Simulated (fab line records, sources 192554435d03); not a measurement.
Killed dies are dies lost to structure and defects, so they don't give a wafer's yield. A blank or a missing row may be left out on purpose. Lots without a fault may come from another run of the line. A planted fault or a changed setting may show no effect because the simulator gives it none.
Chamber matching | flow n5_finfet | N5_MOL_CONTACT_COAG_ALD_123 on ald_sin-03: 4 sister chambers
The step deposits SiNx, target thk 5 nm, pulse time 1 s, purge time 2 s. 15 wafers are shown with their chamber, then 7 later ones without.

WAFERS WITH THEIR CHAMBER
wafer  | chamber | heater_power_w (W) | precursor_pulse_height_rel
L629.1 | 1       | 817                | 0.983
L629.5 | 0       | 833                | 0.989
L629.6 | 1       | 812                | 1.025
L634.3 | 3       | 838                | 1.012
L634.4 | 2       | 717                | 0.969
L634.6 | 3       | 824                | 1.001
L636.2 | 0       | 819                | 1.013
L636.3 | 2       | 748                | 1.004
L636.5 | 2       | 710                | 1.029
L637.1 | 0       | 830                | 0.998
L637.2 | 2       | 728                | 1.007
L637.4 | 1       | 795                | 1.009
L642.4 | 3       | 854                | 1.022
L642.6 | 3       | 864                | 1.026
L649.2 | 0       | 823                | 1.024

SIGNATURES (means of the wafers above)
reading                    | chamber 0 | chamber 1 | chamber 2 | chamber 3 | scatter within a chamber
heater_power_w             | 826.25    | 808.00    | 725.75    | 845.00    | 14
precursor_pulse_height_rel | 1.00600   | 1.00567   | 1.00225   | 1.01525   | 0.0187
Rule: a wafer's distance from a chamber is the root of the sum, over the readings, of the square of ((its reading less the chamber's mean) divided by the reading's scatter). The wafer belongs to the nearest chamber; if the next one is less than 2 further off, it can't be placed. The scatter: the root of (the sum of the squares of (reading less its chamber's mean) over the shown wafers, divided by (wafers less chambers)).

WAFERS WITHOUT THEIR CHAMBER
wafer  | heater_power_w (W) | precursor_pulse_height_rel
L649.5 | 829                | 1.031
L650.2 | 860                | 1.013
L650.3 | 836                | 1.020
L650.4 | 825                | 1.022
L651.2 | 700                | 1.017
L651.3 | 814                | 0.995
L651.4 | 863                | 0.980

WHICH CHAMBER EACH WENT THROUGH
wafer  | from the rows above          | in truth
L649.5 | can't be placed: 0 or 3 or 1 | 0
L650.2 | can't be placed: 3 or 0      | 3
L650.3 | can't be placed: 3 or 0 or 1 | 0
L650.4 | can't be placed: 0 or 3 or 1 | 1
L651.2 | 2                            | 2
L651.3 | can't be placed: 1 or 0 or 3 | 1
L651.4 | can't be placed: 3 or 0 or 1 | 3
Placed correctly: 1 of 7. Can't be placed from these rows: 6 (the true chamber is among the candidates in 6). Placed wrongly: 0.
